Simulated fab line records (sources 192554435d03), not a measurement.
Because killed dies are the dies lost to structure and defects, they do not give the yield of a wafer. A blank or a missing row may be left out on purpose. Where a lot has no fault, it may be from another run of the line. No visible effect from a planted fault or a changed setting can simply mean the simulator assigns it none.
The tool behind it: which one? | flow n5 finfet | 23 lots, 69 wafers sampled, at 4 steps of a route of 1938

== WHAT THE GAUGES SHOWED, per wafer ==
N5_STI_FIN_REVEAL_CD_MEAS_22: target cd 6.238 nm, pitch 28 nm. Usual: cd nm reads 6.18 nm (standard deviation 0.29).
lot  | measured    | on        | cd nm (nm)     | flag
L074 | day 2 12:42 | cd sem-01 | 6.28 6.35 5.26 |
L075 | day 2 18:20 | cd sem-03 | 6.27 5.93 6.14 |
L076 | day 3 01:37 | cd sem-03 | 6.52 6.86 6.05 |
L077 | day 3 09:20 | cd sem-03 | 6.18 5.91 5.91 |
L078 | day 3 14:09 | cd sem-03 | 6.45 6.10 6.34 |
L079 | day 3 20:10 | cd sem-01 | 6.31 5.67 6.68 |
L081 | day 4 06:20 | cd sem-01 | 5.81 5.59 6.16 |
L082 | day 4 13:38 | cd sem-01 | 6.08 6.22 6.33 |
L083 | day 4 20:05 | cd sem-02 | 6.56 6.23 6.10 |
L084 | day 5 02:05 | cd sem-03 | 5.95 5.91 6.15 |
L085 | day 5 08:33 | cd sem-03 | 5.93 6.18 6.30 |
L086 | day 5 21:56 | cd sem-03 | 5.84 6.54 5.76 |
L087 | day 6 01:54 | cd sem-02 | 6.76 6.22 5.88 |
L088 | day 6 04:23 | cd sem-02 | 6.28 5.78 6.39 |
L089 | day 6 08:28 | cd sem-02 | 6.28 6.38 6.32 |
L090 | day 6 14:50 | cd sem-02 | 6.34 6.51 6.18 |
L091 | day 6 20:43 | cd sem-02 | 6.50 6.25 6.16 |
L092 | day 7 02:25 | cd sem-03 | 6.19 6.00 6.45 |
L093 | day 7 06:22 | cd sem-02 | 5.84 6.24 6.54 |
L094 | day 7 12:31 | cd sem-03 | 6.82 6.19 6.50 |
L095 | day 7 21:30 | cd sem-02 | 6.26 6.05 6.43 |
L096 | day 8 01:52 | cd sem-03 | 6.23 5.95 6.26 |
L097 | day 8 08:16 | cd sem-03 | 5.95 6.24 6.26 |

N5_SD_EPI_P_INSPECT_11: inspects for defects (macro). Usual: raw defect count reads 2.2 (standard deviation 1.5).
lot  | measured    | on                | raw defect count | flag
L074 | day 3 08:28 | defect inspect-02 | 1 1 6            |
L075 | day 3 12:33 | defect inspect-01 | 2 1 5            |
L076 | day 3 17:15 | defect inspect-01 | 2 2 1            |
L077 | day 4 01:09 | defect inspect-01 | 5 1 2            |
L078 | day 4 06:23 | defect inspect-02 | 3 2 2            |
L079 | day 4 12:14 | defect inspect-01 | 2 0 3            |
L081 | day 4 23:25 | defect inspect-02 | 1 4 1            |
L082 | day 5 10:59 | defect inspect-01 | 3 6 3            |
L083 | day 5 17:24 | defect inspect-02 | 3 3 3            |
L084 | day 5 22:28 | defect inspect-02 | 3 0 1            |
L085 | day 6 04:29 | defect inspect-02 | 3 1 0            |
L086 | day 6 14:26 | defect inspect-01 | 2 0 3            |
L087 | day 6 18:31 | defect inspect-01 | 0 4 3            |
L088 | day 6 22:25 | defect inspect-01 | 2 0 2            |
L089 | day 7 02:12 | defect inspect-02 | 2 5 0            |
L090 | day 7 09:37 | defect inspect-01 | 2 2 1            |
L091 | day 7 13:40 | defect inspect-01 | 4 1 4            |
L092 | day 7 18:53 | defect inspect-01 | 1 4 3            |
L093 | day 8 00:35 | defect inspect-02 | 3 2 2            |
L094 | day 8 06:41 | defect inspect-02 | 2 1 1            |
L095 | day 8 14:54 | defect inspect-01 | 1 2 1            |
L096 | day 8 18:18 | defect inspect-01 | 2 5 0            |
L097 | day 8 23:58 | defect inspect-01 | 2 3 1            |

== TOOL THAT RAN EACH LOT (tool first, then ch and the chambers of the sampled wafers, then the start) ==
lot  | N5_DUMMY_GATE_DESCUM_20           | N5_SD_EPI_N_SD_RECESS_17
L074 | rie diel-02 ch 0,3, day 3 01:42   | rie si-03 ch 0,3, day 3 04:44
L075 | rie diel-02 ch 1,2,3, day 3 05:16 | rie si-03 ch 1,2,3, day 3 08:29
L076 | rie diel-04 ch 0,2, day 3 10:36   | rie si-03 ch 1,2,3, day 3 13:32
L077 | rie diel-04 ch 0,3, day 3 18:28   | rie si-01 ch 0,1,2, day 3 21:32
L078 | rie diel-04 ch 0,2,3, day 3 23:18 | rie si-01 ch 0,1,2, day 4 02:35
L079 | rie diel-04 ch 1,2,3, day 4 04:59 | rie si-01 ch 1,2,3, day 4 08:23
L081 | rie diel-02 ch 0,1,2, day 4 15:03 | rie si-01 ch 0,3, day 4 18:14
L082 | rie diel-02 ch 1,3, day 5 00:19   | rie si-03 ch 0,1,2, day 5 07:03
L083 | rie diel-01 ch 1,2,3, day 5 07:49 | rie si-01 ch 1,2,3, day 5 12:29
L084 | rie diel-04 ch 0,1,3, day 5 14:33 | rie si-05 ch 1,2,3, day 5 18:51
L085 | rie diel-04 ch 0,2,3, day 5 21:08 | rie si-01 ch 0,2, day 6 00:43
L086 | rie diel-04 ch 2,3, day 6 07:28   | rie si-03 ch 0,2, day 6 10:41
L087 | rie diel-02 ch 0,1,3, day 6 11:34 | rie si-01 ch 0,1,2, day 6 14:43
L088 | rie diel-01 ch 1,2,3, day 6 14:41 | rie si-03 ch 0,2,3, day 6 17:49
L089 | rie diel-01 ch 1,2,3, day 6 19:17 | rie si-05 ch 0,1,2, day 6 22:26
L090 | rie diel-02 ch 1,2,3, day 7 01:25 | rie si-01 ch 0,2,3, day 7 04:49
L091 | rie diel-04 ch 0,2,3, day 7 05:51 | rie si-05 ch 0,2,3, day 7 08:48
L092 | rie diel-01 ch 2,3, day 7 11:43   | rie si-03 ch 0,2, day 7 14:52
L093 | rie diel-04 ch 2,3, day 7 15:14   | rie si-05 ch 1,2, day 7 18:43
L094 | rie diel-02 ch 0,2, day 7 23:09   | rie si-01 ch 1,2, day 8 02:47
L095 | rie diel-02 ch 1,2, day 8 07:26   | rie si-03 ch 2,3, day 8 11:02
L096 | rie diel-02 ch 1,3, day 8 10:35   | rie si-01 ch 1,3, day 8 13:32
L097 | rie diel-01 ch 1,2,3, day 8 17:11 | rie si-01 ch 0,1,2, day 8 20:21
- N5_DUMMY_GATE_DESCUM_20: chemistry O2, time 6.2 s.
- N5_SD_EPI_N_SD_RECESS_17: chemistry HBr/Cl2/O2, target depth 41 nm, time 23.7 s, bt time 3 s.

== WHAT THE TOOLS THEMSELVES READ (means of the sampled wafers that have a number; where no wafer has one, the mark that the record gives instead) ==
N5_DUMMY_GATE_DESCUM_20. Usual: for bias power w, 20.00 W with a standard deviation of 0.054; for drypump motor current A, 6.0 A with a standard deviation of 0.52; for o2 flow sccm, 225.0 sccm with a standard deviation of 0.67; for oes product au, 0.79 a.u. with a standard deviation of 0.082; for rf vpp V, 243.0 V with a standard deviation of 1.3; for showerhead plenum p Torr, 2.09 Torr with a standard deviation of 0.066; for throttle valve pct, 20.38 % with a standard deviation of 0.27.
lot  | tool        | bias power w (W) | drypump motor current A (A) | o2 flow sccm (sccm) | oes product au (a.u.) | rf vpp V (V) | showerhead plenum p Torr (Torr) | throttle valve pct (%) | flag
L074 | rie diel-02 | 20.02            | 5.7                         | 225.1               | 0.71                  | 244.3        | 2.14                            | 20.71                  |
L075 | rie diel-02 | 20.00            | 5.8                         | 224.6               | 0.73                  | 242.5        | 2.05                            | 20.48                  |
L076 | rie diel-04 | 20.08            | 5.8                         | 225.5               | 0.78                  | 242.6        | 2.08                            | 20.35                  |
L077 | rie diel-04 | 19.99            | 6.5                         | 225.2               | 0.81                  | 243.0        | 2.08                            | 20.27                  |
L078 | rie diel-04 | 20.02            | 6.2                         | 225.7               | 0.79                  | 243.2        | 2.08                            | 20.31                  |
L079 | rie diel-04 | 20.06            | 5.8                         | 225.1               | 0.86                  | 242.8        | 2.08                            | 20.37                  |
L081 | rie diel-02 | 20.07            | 5.7                         | 225.2               | 0.72                  | 243.8        | 2.06                            | 20.40                  |
L082 | rie diel-02 | 20.00            | 5.8                         | 225.3               | 0.74                  | 242.8        | 2.10                            | 20.64                  |
L083 | rie diel-01 | 19.95            | 6.5                         | 225.3               | 0.83                  | 243.0        | 2.09                            | 20.26                  |
L084 | rie diel-04 | 20.04            | 5.9                         | 224.3               | 0.83                  | 243.1        | 2.12                            | 20.41                  |
L085 | rie diel-04 | 20.00            | 6.1                         | 224.9               | 0.77                  | 242.7        | 2.07                            | 20.34                  |
L086 | rie diel-04 | 19.99            | 6.4                         | 224.9               | 0.79                  | 241.8        | 2.03                            | 20.26                  |
L087 | rie diel-02 | 19.98            | 5.7                         | 225.3               | 0.72                  | 243.7        | 2.10                            | 20.56                  |
L088 | rie diel-01 | 20.04            | 6.5                         | 224.4               | 0.82                  | 242.7        | 2.09                            | 20.28                  |
L089 | rie diel-01 | 20.01            | 6.5                         | 224.5               | 0.82                  | 243.6        | 2.09                            | 20.28                  |
L090 | rie diel-02 | 20.03            | 5.9                         | 225.0               | 0.80                  | 242.9        | 2.13                            | 20.40                  |
L091 | rie diel-04 | 19.98            | 6.2                         | 224.6               | 0.77                  | 242.3        | 2.07                            | 20.35                  |
L092 | rie diel-01 | 19.96            | 6.6                         | 224.9               | 0.78                  | 241.8        | 2.05                            | 20.10                  |
L093 | rie diel-04 | 19.96            | 6.3                         | 224.3               | 0.78                  | 242.0        | 2.03                            | 20.29                  |
L094 | rie diel-02 | 19.99            | 6.0                         | 224.9               | 0.84                  | 244.8        | 2.20                            | 20.35                  |
L095 | rie diel-02 | 20.01            | 5.9                         | 225.5               | 0.86                  | 244.4        | 2.17                            | 20.16                  |
L096 | rie diel-02 | 20.02            | 5.6                         | 225.0               | 0.73                  | 242.4        | 2.07                            | 20.38                  |
L097 | rie diel-01 | 19.97            | 6.5                         | 226.0               | 0.81                  | 242.6        | 2.08                            | 20.30                  |

N5_SD_EPI_N_SD_RECESS_17. Usual: HBr_flow_sccm 150.0 sccm, standard deviation 0.44; drypump motor current A 5.7 A, standard deviation 0.44; oes product au 0.999 a.u., standard deviation 0.011; throttle valve pct 37.0 %, standard deviation 0.43.
lot  | tool      | HBr_flow_sccm (sccm) | drypump motor current A (A) | oes product au (a.u.) | throttle valve pct (%) | flag
L074 | rie si-03 | 149.4                | 5.3                         | 0.999                 | 37.2                   |
L075 | rie si-03 | 150.1                | 6.0                         | 0.997                 | 37.0                   |
L076 | rie si-03 | 149.9                | 6.0                         | 1.001                 | 37.0                   |
L077 | rie si-01 | 149.9                | 5.7                         | 1.003                 | 36.8                   |
L078 | rie si-01 | 149.7                | 5.6                         | 1.002                 | 36.8                   |
L079 | rie si-01 | 149.9                | 5.5                         | 0.998                 | 36.9                   |
L081 | rie si-01 | 150.2                | 5.7                         | 1.001                 | 37.4                   |
L082 | rie si-03 | 149.9                | 5.7                         | 0.984                 | 37.2                   |
L083 | rie si-01 | 149.6                | 5.4                         | 1.001                 | 36.9                   |
L084 | rie si-05 | 149.3                | 5.7                         | 0.994                 | 37.2                   |
L085 | rie si-01 | 150.3                | 5.8                         | 0.998                 | 37.2                   |
L086 | rie si-03 | 149.7                | 5.2                         | 0.992                 | 37.3                   |
L087 | rie si-01 | 150.0                | 5.7                         | 1.005                 | 36.8                   |
L088 | rie si-03 | 150.1                | 5.5                         | 1.003                 | 37.0                   |
L089 | rie si-05 | 150.4                | 6.1                         | 1.004                 | 37.2                   |
L090 | rie si-01 | 150.1                | 5.6                         | 0.996                 | 37.3                   |
L091 | rie si-05 | 149.9                | 5.6                         | 0.991                 | 37.3                   |
L092 | rie si-03 | 150.0                | 5.2                         | 0.994                 | 37.3                   |
L093 | rie si-05 | 150.2                | 6.2                         | 1.006                 | 37.2                   |
L094 | rie si-01 | 150.0                | 5.5                         | 1.000                 | 36.7                   |
L095 | rie si-03 | 149.8                | 5.7                         | 1.008                 | 36.9                   |
L096 | rie si-01 | 150.0                | 5.3                         | 1.001                 | 36.7                   |
L097 | rie si-01 | 150.2                | 5.7                         | 0.996                 | 36.8                   |

== THE ANSWER, worked out from the rows above alone ==
Rule: a lot counts as off when the mean over its wafers that have a number is more than 3 standard deviations away from the usual mean. Also off: a lot with no number at a reading for which 4 or more lots have one. Where the step has rows for the other lots, those lots are counted as sound. The gauges are gone through in route order, then the tools' own readings, and for those a lot's mean is taken as printed above. At the first step where some lot is off, the reading lying furthest off is the one used; lots without a number count as furthest.
No lot is off on any of the readings shown, so nothing can be concluded from this.

== WHAT THE SIMULATOR HAD PUT IN ==
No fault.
